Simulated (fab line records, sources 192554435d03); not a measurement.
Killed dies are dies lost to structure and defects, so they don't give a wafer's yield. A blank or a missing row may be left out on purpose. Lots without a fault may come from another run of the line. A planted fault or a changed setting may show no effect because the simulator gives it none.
fab line records | flow n5_finfet
record lots=5 wafers=15 last_day=17
route steps=1938 shown BEOL_M0@743 BEOL_M1@751 BEOL_M4@1111 PASSIVATION@1936
lots that met no fault: from a run of the same line without faults
start_h: hours from the record's first day to the start of the lot's first wafer shown | wait_h: hours since the lot's step before | " the same as in the row above | L1.1+2: a row that stands for several wafers | - no value, or no start given | * or withheld: withheld | < > ~ a bound
route shown NAME@n: a module of which the file shows steps, and the number in the route of the first | usual: mean/standard deviation of fault-free wafers | same: alike in all rows | chamber/n: place in a boat | sites: the reading at each site | _std_site: their standard deviation | _edge_site: outer sites' mean less inner sites' | radius_mm: how far each site lies from the wafer's centre | mask NAME#n: copy n | behind: the tool/chamber that last shaped the wafer | hold: why the lot was held/for how many hours/how that ended | device: the transistor (n, p or np) that didn't switch | end of line: the same wafers' tests at the end of the route | a step without rows: its recipe alone | killed: dies lost to structure and defects at the first sort, not the wafer's yield | map: a wafer's dies, x killed, . not, _ none there
set.NAME: the setting as run; set.NAME@STEP: as run at that earlier step | model.NAME: the simulator's own value behind a step, which no gauge read
lots at some steps of the route; a table a step, a row a wafer
services: from which hour (start_h, from the record's first day; less than 0 if before it) a tool's chamber was out of use, for how many hours, and why
## steps
# step N5_BEOL_M0_CMP_120
# recipe stop_on=SiOC t_overpolish_s=6.9 down_force_psi=1 platen_rpm=50 clearing_platen_down_force_psi=1.5 clearing_platen_rpm=50 post_cmp_clean=cu_alkaline clearing_platen_pad_velocity_m_s=0.99484 pad_velocity_m_s=0.99484
# step N5_BEOL_M0_PRE_CLEAN_131
# recipe gas=NH3/H2 time_s=15 temp_c=* rf_power_w=300
# step N5_BEOL_M0_CO_CAP_123
# recipe material=Co target_thk_a=20 temp_c=200 precursor=CCTBA/H2 pressure_torr=30 time_s=102.1
# step N5_BEOL_M0_PRE_CLEAN_124
# recipe gas=NH3 time_s=15 temp_c=withheld rf_power_w=300
# step N5_BEOL_M0_DEP_125
# recipe material=SiCN target_thk_a=80 temp_c=withheld precursor=3MS/NH3 pressure_torr=3 rf_w=202 time_s=14
# step N5_BEOL_M1_ILD_DEP_00
# recipe material=SiOC target_thk_a=790 temp_c=350 precursor=DEMS/O2 pressure_torr=5 rf_w=500 time_s=15.3
# step N5_BEOL_M1_PECVD_72
# recipe material=SiO2 target_thk_a=160 temp_c=400 precursor=TEOS/O2 pressure_torr=5.5 rf_w=450 teos_flow_sccm=53.8 gas=O2 flow_sccm=3000 time_s=18
# step N5_BEOL_M1_HM_DEP_02
# recipe material=TiN target_thk_a=200 temp_c=25 chamber_pressure_pa=0.49996
# step N5_BEOL_M1_COAT_61
# recipe resist=SOC temp_c=250 time_s=60 spin_rpm=1500 resist_thk_nm=60
# usual dispense_pressure_kPa=49.3/1.8 plate_temp_C=249.95/0.17 spin_speed_rpm=1500.1/0.9
# columns lot.wafer tool chamber start_h wait_h dispense_pressure_kPa plate_temp_C spin_speed_rpm model.SOC_of_BEOL_M1_COAT_61.thk_nm
L479.4 litho_track-01 0 122.42 0.1 47.1 250.22 1501.4 60
L479.5 " 0 " " 47.1 249.91 1500.5 60
L479.6 " 0 " " 47.1 249.88 1501.8 60.2
L490.3 litho_track-01 0 190.97 0.1 47.0 249.81 1606.6 58.2
L490.5 " 0 " " 47.0 249.90 1607.0 58
L490.6 " 0 " " 47.1 250.01 1605.1 58
L493.2 litho_track-01 0 210.45 0.1 47.0 249.70 1605.6 58
L493.3 " 0 " " 47.0 249.78 1605.9 58
L493.6 " 0 " " 47.0 249.99 1603.8 58.2
L495.2 litho_track-01 0 218.73 0.1 47.0 249.74 1605.7 58
L495.4 " 0 " " 47.1 249.82 1604.0 58
L495.6 " 0 " " 47.0 249.74 1603.0 58
L499.4 litho_track-04 0 238.38 0.1 48.4 250.14 1499.6 59.8
L499.5 " 0 " " 48.3 249.88 1499.7 59.8
L499.6 " 0 " " 48.4 249.79 1500.0 60
# step N5_BEOL_M1_COAT_62
# recipe resist=SiARC temp_c=220 time_s=60 spin_rpm=1500 resist_thk_nm=12
# step N5_BEOL_M1_COAT_73
# recipe resist=underlayer temp_c=205 time_s=60 spin_rpm=1500 resist_thk_nm=5
# step N5_BEOL_M1_COAT_05
# recipe resist=CAR-EUV spin_rpm=1500 resist_thk_nm=30
# step N5_BEOL_M1_EBR_07
# recipe solvent=PGMEA ebr_width_mm=1.5
# step N5_BEOL_M1_SOFTBAKE_06
# recipe temp_c=110 time_s=60 resist=CAR-EUV
# step N5_BEOL_M1_EXPOSE_08
# recipe mask_id=M1 na=0.33 source_shape=dipole sigma_inner=0.369 sigma_outer=0.767 polarization=unpolarized dose_mj=33
# step N5_BEOL_M1_PEB_09
# recipe peb_temp_c=100 peb_time_s=60 resist=CAR-EUV
# step N5_BEOL_M1_DEVELOP_10
# recipe develop_time_s=30 developer=TMAH resist=CAR-EUV rinse_liquid=surfactant_rinse dry=air_spin dev_temp_c=23
# step N5_BEOL_M1_DESCUM_16
# recipe chemistry=O2 time_s=7 source_power_w=50 bias_power_w=20 pressure_mtorr=20 rf_frequency_hz=2.712e+07 temp_c=40 resist=CAR-EUV o2_flow_sccm=225
# step N5_BEOL_M1_ETCH_74
# recipe chemistry=N2/H2 target=underlayer target_depth_a=65 mask_material=CAR-EUV time_s=5.2 ion_energy_ev=200 pressure_mtorr=30 source_w=840 bias_w=150 n2_flow_sccm=200 h2_flow_sccm=200 ends=cleared
# step N5_BEOL_M1_ETCH_63
# recipe chemistry=CF4 target=SiARC target_depth_a=156 mask_material=CAR-EUV time_s=26 ion_energy_ev=80 pressure_mtorr=40 source_w=545 bias_w=36 Ar_flow_sccm=100 cf4_flow_sccm=100 ends=cleared
# step N5_BEOL_M1_ETCH_64
# recipe chemistry=N2/H2 target=SOC target_depth_a=750 overetch_a=150 mask_material=SiARC temp_c=40 time_s=112.5 ion_energy_ev=200 pressure_mtorr=30 source_w=840 bias_w=150 n2_flow_sccm=200 h2_flow_sccm=200
# usual drypump_motor_current_A=5.7/0.47 h2_flow_sccm=200.0/0.63 oes_product_au=0.63/0.071 rf_vpp_V=522.7/1.9 showerhead_plenum_p_Torr=2.49/0.065 throttle_valve_pct=17.78/0.18
# columns lot.wafer tool chamber start_h wait_h drypump_motor_current_A h2_flow_sccm oes_product_au rf_hours_counter_h rf_vpp_V showerhead_plenum_p_Torr throttle_valve_pct model.etch.depth_nm
L479.4 rie_diel-03 3 123.19 0.1 5.2 199.0 0.55 - 522.8 2.51 18.13 60.07
L479.5 " 1 " " 5.4 200.3 0.71 - 521.7 2.47 17.64 60.09
L479.6 " 0 " " 6.2 200.5 0.60 - 521.6 2.44 17.66 60.12
L490.3 rie_diel-06 0 191.81 0.0 5.1 201.0 0.76 4 525.9 2.61 17.50 58.11
L490.5 " 2 " " 5.4 199.3 0.57 - 523.5 2.54 17.72 58.01
L490.6 " 3 " " 6.1 200.8 0.54 - 519.9 2.40 18.05 57.92
L493.2 rie_diel-02 2 211.04 0.0 6.2 199.5 0.73 8 522.7 2.47 17.59 58.08
L493.3 " 3 " " 5.6 199.0 0.66 51 521.8 2.48 17.90 58.01
L493.6 " 1 " " 6.0 198.4 0.58 - 524.2 2.56 17.94 58.11
L495.2 rie_diel-06 2 219.32 0.0 5.4 199.5 0.56 166 523.3 2.54 17.72 57.93
L495.4 " 3 " " 6.1 199.6 0.54 229 520.1 2.39 18.06 57.98
L495.6 " 0 " " 5.1 199.1 0.74 - 523.9 2.60 17.51 57.97
L499.4 rie_diel-03 1 238.85 0.0 5.4 200.1 0.67 67 522.6 2.46 17.70 59.73
L499.5 " 1 " " 5.4 200.5 0.67 - 522.4 2.46 17.71 59.82
L499.6 " 2 " " 5.9 199.3 0.58 - 519.9 2.41 17.66 59.99
# step N5_BEOL_M1_STRIP_65
# recipe chemistry=N2/H2 temp_c=40 n2_flow_sccm=200 h2_flow_sccm=200 rf_frequency_hz=6e+07
# step N5_BEOL_M1_STRIP_75
# recipe chemistry=N2/H2 temp_c=40 n2_flow_sccm=200 h2_flow_sccm=200 rf_frequency_hz=6e+07
# step N5_BEOL_M1_STRIP_66
# recipe chemistry=CF4 resist=SiARC power_w=300 bias_power_w=75 pressure_mtorr=50 cf4_flow_sccm=150 rf_frequency_hz=6e+07
# step N5_BEOL_M1_HM_OPEN_17
# recipe chemistry=Cl2/BCl3 target_depth_a=200 overetch_a=60 target=TiN mask_material=SOC ion_energy_ev=150 pressure_mtorr=10 icp_w=1000 bias_w=126 Cl2_flow_sccm=53.25 bcl3_flow_sccm=21.75 Ar_flow_sccm=25
# usual drypump_motor_current_A=5.9/0.49 oes_product_au=0.65/0.086 throttle_valve_pct=22.11/0.15
# columns lot.wafer tool chamber start_h wait_h drypump_motor_current_A oes_product_au rf_hours_counter_h throttle_valve_pct model.SOC_of_BEOL_M1_COAT_61.thk_nm
L479.4 rie_metal-03 1 123.33 0.1 5.9 0.62 - 22.06 52.4
L479.5 " 1 " " 5.9 0.62 - 22.04 52.4
L479.6 " 0 " " 5.1 0.51 - 22.29 52
L490.3 rie_metal-01 0 192.00 0.1 6.7 0.68 - 22.00 50
L490.5 " 1 " " 5.7 0.56 - 22.26 50.4
L490.6 " 0 " " 6.6 0.68 - 22.01 49.8
L493.2 rie_metal-03 0 211.21 0.0 5.1 0.80 2 22.26 49.8
L493.3 " 0 " " 5.1 0.80 - 22.24 49.8
L493.6 " 0 " " 5.2 0.81 - 22.24 49.8
L495.2 rie_metal-03 0 219.49 0.0 5.1 0.81 3 22.25 49.6
L495.4 " 1 " " 5.9 0.59 - 22.09 50.2
L495.6 " 1 " " 5.9 0.60 - 22.07 50.2
L499.4 rie_metal-02 0 239.04 0.1 6.3 0.66 - 21.84 52.2
L499.5 " 0 " " 6.3 0.66 - 21.84 52.2
L499.6 " 1 " " 6.1 0.74 - 22.19 52.2
# step N5_BEOL_M1_STRIP_19
# recipe chemistry=O2 power_w=400 temp_c=40 pressure_mtorr=30 rf_frequency_hz=6e+07 bias_power_w=0 overash_fraction=0.2 o2_flow_sccm=225
# step N5_BEOL_M4_RC_MEAS_101
# usual DIBL_N=36.5/1.7 DIBL_P=36.6/2.2 IOFF_N=0.16/0.033 IOFF_P=0.22/0.035 ION_N=671/12 ION_P=462/7.7 SS_N=71.6/0.54 SS_P=73.3/0.71 VT_N=250/3.2 VT_P=-249.9/2.9
# columns lot.wafer tool chamber start_h wait_h DIBL_N[mV/V] DIBL_P[mV/V] IOFF_N[nA/um] IOFF_P[nA/um] ION_N[uA/um] ION_P[uA/um] SS_N[mV/dec] SS_P[mV/dec] VT_N[mV] VT_P[mV]
L479.4 prober-01 0 194.01 1.1 35.1 34.2 0.12 0.17 662 453 71.7 73.5 251 -252.6
L479.5 " 0 " " 36.3 36.2 0.14 0.19 661 460 71.9 73.3 253 -250.9
L479.6 " 0 " " 36.9 35.7 0.14 0.19 654 454 71.4 73.7 252 -251.1
L490.3 prober-01 0 261.61 0.3 34.6 34.4 0.13 0.18 654 461 71.7 73.4 254 -252.4
L490.5 " 0 " " 37.0 37.8 0.17 0.24 663 460 72.5 73.9 251 -245.8
L490.6 " 0 " " 35.9 36.3 0.13 0.19 654 448 72.0 72.8 256 -251.7
L493.2 prober-02 0 289.83 0.2 40.0 41.6 0.23 0.30 687 469 72.1 74.9 241 -243.9
L493.3 " 0 " " 38.2 38.9 0.19 0.25 686 468 71.7 74.4 246 -246.1
L493.6 " 0 " " 37.8 38.8 0.18 0.25 688 465 71.6 74.1 248 -249.1
L495.2 prober-02 0 293.74 0.2 35.3 37.3 0.16 0.22 685 471 71.2 73.7 249 -248.4
L495.4 " 0 " " 33.8 34.8 0.12 0.18 656 459 70.8 72.2 253 -248.4
L495.6 " 0 " " 36.7 37.7 0.16 0.22 671 458 71.9 73.0 250 -246.6
L499.4 prober-01 0 313.10 0.5 34.7 34.6 0.13 0.20 678 465 70.6 72.7 253 -247.5
L499.5 " 0 " " 33.8 32.7 0.12 0.17 669 457 71.4 72.9 253 -251.0
L499.6 " 0 " " 35.6 34.5 0.15 0.19 660 454 71.8 72.3 254 -248.7
# step N5_PASSIVATION_PROBE_49
# usual defect_limited_yield=91.0/1.5 killed_at_M0_to_M3=35/11 killed_at_M4_up=15/5.5 killed_at_contacts=12/5.5 killed_at_front_end=40/11 killed_at_other=4/3.1 killed_dies=106/18 killed_open=70/12 killed_short=33/8 sort_bin_5_function=5.2/1 sort_bin_6_memory=3.4/0.66 sort_bin_8_speed=0.00/0.021 sort_n_pass=1074/18 sort_yield_pct=91.0/1.5
# same gross_dies=1180 killed_at_back_side=0 sort_bin_4_leakage[%]=0
# columns lot.wafer tool chamber start_h wait_h defect_limited_yield[%] killed_at_M0_to_M3 killed_at_M4_up killed_at_contacts killed_at_front_end killed_at_other killed_dies killed_open killed_short sort_bin_5_function[%] sort_bin_6_memory[%] sort_bin_8_speed[%] sort_n_pass sort_yield_pct[%]
L479.4 prober-01 - 309.91 0.2 91.4 44 20 6 29 3 102 78 21 5.4 3.1 0 1078 91.4
L479.5 prober-01 - 309.96 0.2 91.9 38 20 9 29 0 96 63 30 4.2 3.6 0 1084 91.9
L479.6 prober-01 - 310.01 0.3 90.3 41 20 8 45 0 114 75 35 5.7 3.5 0 1066 90.3
L490.3 prober-01 - 369.23 0.1 91.4 31 11 15 40 4 101 69 30 5.4 3.0 0 1079 91.4
L490.5 prober-01 - 369.33 0.2 92.0 23 11 10 44 6 94 65 28 5.2 2.5 0 1086 92.0
L490.6 prober-01 - 369.38 0.3 93.1 37 10 9 22 3 81 50 29 3.9 2.5 0.08 1098 93.1
L493.2 prober-01 - 397.76 1.1 92.9 26 12 14 32 0 84 52 31 4.1 3.1 0 1096 92.9
L493.3 prober-01 - 397.81 1.2 90.3 50 14 17 25 8 114 80 33 6.0 3.2 0 1066 90.3
L493.6 prober-01 - 397.96 1.3 93.9 21 17 4 24 6 72 45 25 2.7 3.1 0 1108 93.9
L495.2 prober-01 - 410.76 0.1 91.4 35 19 12 31 4 101 62 35 5.9 1.7 0 1079 91.4
L495.4 prober-01 - 410.86 0.2 92.1 52 6 11 24 0 93 57 36 4.7 2.8 0 1087 92.1
L495.6 prober-01 - 410.96 0.3 92.7 40 15 8 19 4 86 58 26 3.9 3.3 0 1094 92.7
L499.4 prober-01 - 419.67 0.2 91.6 26 16 8 42 7 99 58 39 4.6 3.6 0 1081 91.6
L499.5 prober-01 - 419.72 0.2 93.1 20 20 6 32 4 82 46 34 4.2 2.5 0 1098 93.1
L499.6 prober-01 - 419.77 0.3 89.8 31 30 19 32 8 120 70 39 6.1 3.4 0 1060 89.8
# killed by level:class
L479.4 BEOL_M2:geometric_particle:open=11 STI_FIN_REVEAL:geometric_particle:open=10 BEOL_M3:geometric_particle:open=10 BEOL_M4:geometric_particle:open=9 BEOL_M0_SAQP:geometric_particle:open=7 BEOL_M1:geometric_particle:open=6 MOL_CONTACT_COAG:geometric_particle:open=5 FIN_SAQP:geometric_particle:short=4
L479.5 BEOL_M3:geometric_particle:open=11 STI_FIN_REVEAL:geometric_particle:open=8 BEOL_M2:geometric_particle:open=8 MOL_CONTACT_COAG:geometric_particle:open=6 FIN_SAQP:geometric_particle:short=5 BEOL_M0_SAQP:geometric_particle:open=5 BEOL_M0_SAQP:geometric_particle:short=4 BEOL_M1:geometric_particle:short=4
L479.6 STI_FIN_REVEAL:geometric_particle:open=19 BEOL_M0_SAQP:geometric_particle:open=9 BEOL_M2:geometric_particle:open=8 BEOL_M5:geometric_particle:open=7 BEOL_M0_SAQP:geometric_particle:short=6 BEOL_M3:geometric_particle:open=6 FIN_SAQP:geometric_particle:short=5 BEOL_M1:geometric_particle:open=5
L490.3 MOL_CONTACT_COAG:geometric_particle:open=12 BEOL_M2:geometric_particle:open=12 FIN_SAQP:geometric_particle:open=9 BEOL_M0_SAQP:geometric_particle:short=6 BEOL_M4:geometric_particle:open=5 STI_FIN_REVEAL:geometric_particle:open=4 DUMMY_GATE:geometric_particle:open=4 BEOL_M0_SAQP:geometric_particle:open=4
L490.5 DUMMY_GATE:geometric_particle:open=11 MOL_CONTACT_COAG:geometric_particle:open=9 FIN_SAQP:geometric_particle:open=7 STI_FIN_REVEAL:geometric_particle:open=7 BEOL_M3:geometric_particle:open=6 BEOL_M2:geometric_particle:open=5 FIN_SAQP:geometric_particle:short=4 BEOL_M0_SAQP:geometric_particle:short=4
L490.6 BEOL_M0_SAQP:geometric_particle:open=8 BEOL_M2:geometric_particle:open=7 MOL_CONTACT_COAG:geometric_particle:open=6 BEOL_M0:geometric_particle:open=6 BEOL_M4:geometric_particle:short=6 FIN_SAQP:geometric_particle:open=5 BEOL_M0_SAQP:geometric_particle:short=4 DUMMY_GATE:geometric_particle:open=3
L493.2 MOL_CONTACT_COAG:geometric_particle:open=10 DUMMY_GATE:geometric_particle:open=6 BEOL_M3:geometric_particle:open=6 GATE_CUT:geometric_particle:short=5 DUMMY_GATE:geometric_particle:short=4 GATE_CUT:geometric_particle:open=4 MOL_CONTACT_COAG:geometric_particle:short=4 BEOL_M0_SAQP:geometric_particle:short=4
L493.3 BEOL_M3:geometric_particle:open=15 BEOL_M0_SAQP:geometric_particle:open=15 MOL_CONTACT_COAG:geometric_particle:open=14 BEOL_M0_SAQP:geometric_particle:short=10 BEOL_M1:geometric_particle:open=5 BEOL_M4:geometric_particle:open=5 FIN_SAQP:geometric_particle:open=4 STI_FIN_REVEAL:geometric_particle:open=4
L493.6 STI_FIN_REVEAL:geometric_particle:open=9 BEOL_M4:geometric_particle:open=6 BEOL_M1:geometric_particle:open=4 BEOL_M3:geometric_particle:open=4 FIN_SAQP:geometric_particle:short=3 STI_FIN_REVEAL:geometric_particle:short=3 GATE_CUT:geometric_particle:short=3 BEOL_M2:geometric_particle:open=3
L495.2 MOL_CONTACT_COAG:geometric_particle:open=10 BEOL_M0_SAQP:geometric_particle:open=8 DUMMY_GATE:geometric_particle:open=7 BEOL_M4:geometric_particle:open=7 GATE_CUT:geometric_particle:open=6 BEOL_M0_SAQP:geometric_particle:short=6 BEOL_M2:geometric_particle:short=6 BEOL_M2:geometric_particle:open=5
L495.4 BEOL_M0_SAQP:geometric_particle:short=9 FIN_SAQP:geometric_particle:open=8 BEOL_M3:geometric_particle:open=8 BEOL_M1:geometric_particle:open=8 BEOL_M0_SAQP:geometric_particle:open=7 BEOL_M2:geometric_particle:open=7 MOL_CONTACT_COAG:geometric_particle:short=6 MOL_CONTACT_COAG:geometric_particle:open=5
L495.6 BEOL_M2:geometric_particle:open=13 BEOL_M0_SAQP:geometric_particle:short=12 BEOL_M3:geometric_particle:open=7 MOL_CONTACT_COAG:geometric_particle:open=6 FIN_SAQP:geometric_particle:open=5 STI_FIN_REVEAL:geometric_particle:open=5 BEOL_M4:geometric_particle:open=4 BEOL_M1:geometric_particle:short=3
L499.4 STI_FIN_REVEAL:geometric_particle:open=9 BEOL_M4:geometric_particle:open=9 BEOL_M0_SAQP:geometric_particle:open=8 BEOL_M0_SAQP:geometric_particle:short=6 STARTING-WAFER:geometric_particle:short=6 FIN_SAQP:geometric_particle:open=5 FIN_SAQP:geometric_particle:short=5 GATE_CUT:geometric_particle:short=5
L499.5 GATE_CUT:geometric_particle:short=8 BEOL_M0_SAQP:geometric_particle:short=6 MOL_CONTACT_COAG:geometric_particle:open=6 BEOL_M4:geometric_particle:open=6 FIN_SAQP:geometric_particle:open=5 BEOL_M0:geometric_particle:open=5 STI_FIN_REVEAL:geometric_particle:open=4 BEOL_M1:geometric_particle:short=4
L499.6 BEOL_M4:geometric_particle:open=14 MOL_CONTACT_COAG:geometric_particle:open=11 BEOL_M1:geometric_particle:open=7 BEOL_M4:geometric_particle:short=7 MOL_CONTACT_COAG:geometric_particle:short=6 FIN_SAQP:geometric_particle:open=5 FIN_SAQP:geometric_particle:short=5 BEOL_M0_SAQP:geometric_particle:open=5
## services
# columns tool chamber start_h hours kind
rie_diel-03 2 105.84 32.7 repair
rie_diel-06 3 124.73 5.6 repair
rie_diel-06 1 131.61 - clean
rie_diel-06 1 131.61 - consumable_replace:focus_ring
rie_diel-06 1 131.61 18.2 scheduled_down
rie_diel-06 1 131.61 18.2 vent_cycle
rie_diel-02 0 142.61 - clean
rie_diel-02 0 142.61 - consumable_replace:focus_ring
rie_diel-02 0 142.61 17.4 scheduled_down
rie_diel-02 0 142.61 17.4 vent_cycle
rie_diel-03 1 144.34 6.4 repair
rie_diel-06 0 163.60 - clean
rie_diel-06 0 163.60 - consumable_replace:focus_ring
rie_diel-06 0 163.60 14.3 scheduled_down
rie_diel-06 0 163.60 14.3 vent_cycle
rie_diel-03 3 169.40 - clean
rie_diel-03 3 169.40 - consumable_replace:focus_ring
rie_diel-03 3 169.40 13.7 scheduled_down
rie_diel-03 3 169.40 13.7 vent_cycle
rie_metal-03 0 174.04 - clean
rie_metal-03 0 174.04 22.1 scheduled_down
rie_metal-03 0 174.04 22.1 vent_cycle
rie_diel-03 1 215.68 5.8 repair
rie_metal-01 - 238.84 2.8 pm
## key
first_sign step=N5_BEOL_M1_COAT_61 reading=spin_speed_rpm direction=up sigmas=99+ usual=* struck=*
effect none on later readings
model_effect step=N5_BEOL_M1_COAT_61 value=SOC_of_BEOL_M1_COAT_61.thk_nm without=60.04 struck=58.04
model_effect step=N5_BEOL_M1_ETCH_64 value=etch.depth_nm without=60.02 struck=58.01
model_effect step=N5_BEOL_M1_HM_OPEN_17 value=SOC_of_BEOL_M1_COAT_61.thk_nm without=51.96 struck=49.96
met_at N5_BEOL_M1_COAT_61
struck_wafers L490.3,L490.5,L490.6,L493.2,L493.3,L493.6,L495.2,L495.4,L495.6
onset_between 122.42 190.97
fault kind=process_parameter_drift tool=litho_track-01 chamber=- onset_h=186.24 steps=N5_BEOL_M1_COAT_61 channel=spin_rpm offset=* shape=step end_h=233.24 acts_in=* stated=*
